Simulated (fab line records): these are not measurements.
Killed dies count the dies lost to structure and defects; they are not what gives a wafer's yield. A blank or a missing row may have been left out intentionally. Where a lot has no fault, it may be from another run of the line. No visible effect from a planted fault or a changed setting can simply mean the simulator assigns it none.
What tool caused it? | flow nand harc | 42 wafers from 14 lots sampled at 5 of the route's 1302 steps

## WHAT THE GAUGES READ, wafer by wafer
NHARC_THIN_TSV_CD_MEAS_12 targets a cd of 1000 nm. Usual: cd nm at 1000.2 nm, with a standard deviation of 2.5.
lot  | measured     | on        | cd nm (nm)           | flag
L252 | day 24 01:39 | cd sem-03 | 998.1 997.4 1001.1   |
L254 | day 24 14:08 | cd sem-03 | 1001.3 996.2 1002.8  |
L255 | day 25 03:14 | cd sem-01 | 1000.3 997.4 997.2   |
L265 | day 28 14:25 | cd sem-03 | 998.5 999.6          |
L264 | day 28 15:28 | cd sem-02 | 997.5 1004.8         |
L267 | day 29 16:53 | cd sem-03 | 999.0 1002.5 996.0   |
L266 | day 29 15:38 | cd sem-01 | 997.6 998.5 998.3    |
L268 | day 30 07:16 | cd sem-02 | 998.6 998.6 1000.5   |
L271 | day 31 15:57 | cd sem-01 | 1006.0 1001.2 1001.3 |
L270 | day 31 14:53 | cd sem-01 | 1003.4 998.0 1001.2  |
L272 | day 32 12:26 | cd sem-01 | 996.9 1003.7 1000.3  |
L273 | day 32 13:39 | cd sem-01 | 1003.0 999.6 996.3   |
L274 | day 32 19:43 | cd sem-03 | 1004.2 995.6 999.1   |
L275 | day 33 04:15 | cd sem-02 | 996.0 998.9 998.6    |

NHARC_THIN_TSV_CD_MEAS_16. Usual: cd nm at 1000.8 nm, with a standard deviation of 2.6.
lot  | measured     | on        | cd nm (nm)           | flag
L252 | day 24 02:37 | cd sem-01 | 999.4 998.4 1002.6   |
L254 | day 24 15:08 | cd sem-01 | 1002.3 997.2 1003.9  |
L255 | day 25 04:12 | cd sem-01 | 999.5 997.4 996.7    |
L265 | day 28 15:22 | cd sem-01 | 999.8 1001.5         |
L264 | day 28 16:26 | cd sem-01 | 998.8 1005.7         |
L267 | day 29 17:51 | cd sem-01 | 998.9 1002.9 997.2   |
L266 | day 29 16:36 | cd sem-02 | 998.3 997.8 997.4    |
L268 | day 30 08:13 | cd sem-03 | 999.8 999.3 1002.7   |
L271 | day 31 16:55 | cd sem-02 | 1006.1 1002.7 1002.4 |
L270 | day 31 16:00 | cd sem-02 | 1003.3 998.3 1001.4  |
L272 | day 32 13:23 | cd sem-01 | 997.3 1004.6 1001.0  |
L273 | day 32 14:37 | cd sem-02 | 1004.3 999.3 996.2   |
L274 | day 32 20:49 | cd sem-03 | 1003.4 996.7 999.1   |
L275 | day 33 05:21 | cd sem-03 | 997.3 998.8 998.7    |

NHARC_THIN_TSV_CD_MEAS_37. Usual: cd nm at 5002 nm, with a standard deviation of 3.5.
lot  | measured     | on        | cd nm (nm)     | flag
L252 | day 24 08:56 | cd sem-01 | 5001 4998 5001 |
L254 | day 24 21:52 | cd sem-01 | 5005 4998 5004 |
L255 | day 25 10:39 | cd sem-01 | 4997 4998 4996 |
L265 | day 28 21:53 | cd sem-03 | 5002 5001      |
L264 | day 28 22:53 | cd sem-02 | 4997 5009      |
L267 | day 30 00:21 | cd sem-03 | 4996 5006 4997 |
L266 | day 29 22:59 | cd sem-03 | 5000 4998 4999 |
L268 | day 30 14:40 | cd sem-02 | 5000 5003 5004 |
L271 | day 31 23:12 | cd sem-03 | 5008 5010 5005 |
L270 | day 31 22:26 | cd sem-03 | 5005 5002 5004 |
L272 | day 32 19:48 | cd sem-02 | 4997 5010 5001 |
L273 | day 32 21:12 | cd sem-02 | 5008 4998 4998 |
L274 | day 33 03:07 | cd sem-03 | 5005 5001 5002 |
L275 | day 33 11:53 | cd sem-03 | 5000 4996 5000 |

NHARC_END_SORT_01. Usual: killed at array 58, standard deviation 22; killed at other 1.0, standard deviation 1.3; killed at periphery 5, standard deviation 3.4; killed dies 64, standard deviation 22; killed open 3.6, standard deviation 1.8; killed short 2.4, standard deviation 1.7.
lot  | measured     | on        | killed at array | killed at other | killed at periphery | killed dies | killed open | killed short | flag
L265 | day 29 05:26 | prober-02 | 102 676 98      | 0 0 0           | 3 1 3               | 105 677 101 | 2 1 4       | 4 1 0        | OFF
L264 | day 29 05:23 | prober-01 | 16 675 27       | 0 0 0           | 1 2 3               | 17 677 30   | 1 3 5       | 2 2 1        | OFF

## TOOL THAT RAN EACH LOT (tool first, then ch and the chambers of the sampled wafers, then the start)
lot  | NHARC_A_SLIT_DEP_23
L252 | pecvd-03 ch 1,2, day 20 02:08
L254 | pecvd-04 ch 0,2, day 20 16:11
L255 | pecvd-03 ch 0,1, day 21 04:37
L265 | pecvd-04 ch 0,2, day 24 13:30
L264 | pecvd-04 ch 1,2, day 24 14:44
L267 | pecvd-01 ch 0,1,2, day 25 12:05
L266 | pecvd-01 ch 0,1, day 25 12:34
L268 | pecvd-03 ch 0,1,2, day 26 11:23
L271 | pecvd-01 ch 1,2, day 27 11:57
L270 | pecvd-03 ch 1,2, day 27 12:01
L272 | pecvd-03 ch 0,1,2, day 28 11:10
L273 | pecvd-01 ch 1,2, day 28 11:11
L274 | pecvd-01 ch 0,2, day 28 23:21
L275 | pecvd-01 ch 0,1,2, day 29 00:13
- NHARC_A_SLIT_DEP_23: deposits SiON, target thk 100 nm.

## WHAT THE TOOLS THEMSELVES READ (means of the sampled wafers that have a number; where no wafer has one, the mark that the record gives instead)
NHARC_A_SLIT_DEP_23. Usual: heater power w at 752 W, with a standard deviation of 100.
lot  | tool     | heater power w (W) | flag
L252 | pecvd-03 | 827                |
L254 | pecvd-04 | 801                |
L255 | pecvd-03 | 701                |
L265 | pecvd-04 | 807                |
L264 | pecvd-04 | 695                |
L267 | pecvd-01 | 790                |
L266 | pecvd-01 | 725                |
L268 | pecvd-03 | 772                |
L271 | pecvd-01 | 691                |
L270 | pecvd-03 | 766                |
L272 | pecvd-03 | 799                |
L273 | pecvd-01 | 728                |
L274 | pecvd-01 | 802                |
L275 | pecvd-01 | 743                |

## THE ANSWER, worked out from the rows above alone
Rule: a lot counts as off when the mean over its wafers that have a number is more than 3 standard deviations away from the usual mean. Also off: a lot with no number at a reading for which 4 or more lots have one. Where the step has rows for the other lots, those lots are counted as sound. Order of review: gauges by route order, followed by the tools' own readings, for which a lot's mean as printed above is used. The first step at which some lot is off is used, and at that step the reading that is off furthest; a lot without a number counts as furthest.
Off: L265, L264 (NHARC_END_SORT_01, killed at array). Neither off nor sound, because the step has no rows for them: L252, L254, L255, L267, L266, L268, L271, L270, L272, L273, L274, L275.
A tool fits if, at a process step before that reading, it ran every lot that is off, and no sound lot after the first of them. Gauges at NHARC_END_SORT_01: tried the same way as those tools. One fits: NHARC_A_SLIT_DEP_23 on pecvd-04. It ran no sound lot before its first lot that is off in this sample, so the start can't be narrowed down.

## WHAT THE SIMULATOR PUT IN
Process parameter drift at NHARC_A_SLIT_DEP_23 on pecvd-04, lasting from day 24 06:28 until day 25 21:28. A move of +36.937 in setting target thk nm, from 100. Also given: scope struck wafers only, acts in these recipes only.
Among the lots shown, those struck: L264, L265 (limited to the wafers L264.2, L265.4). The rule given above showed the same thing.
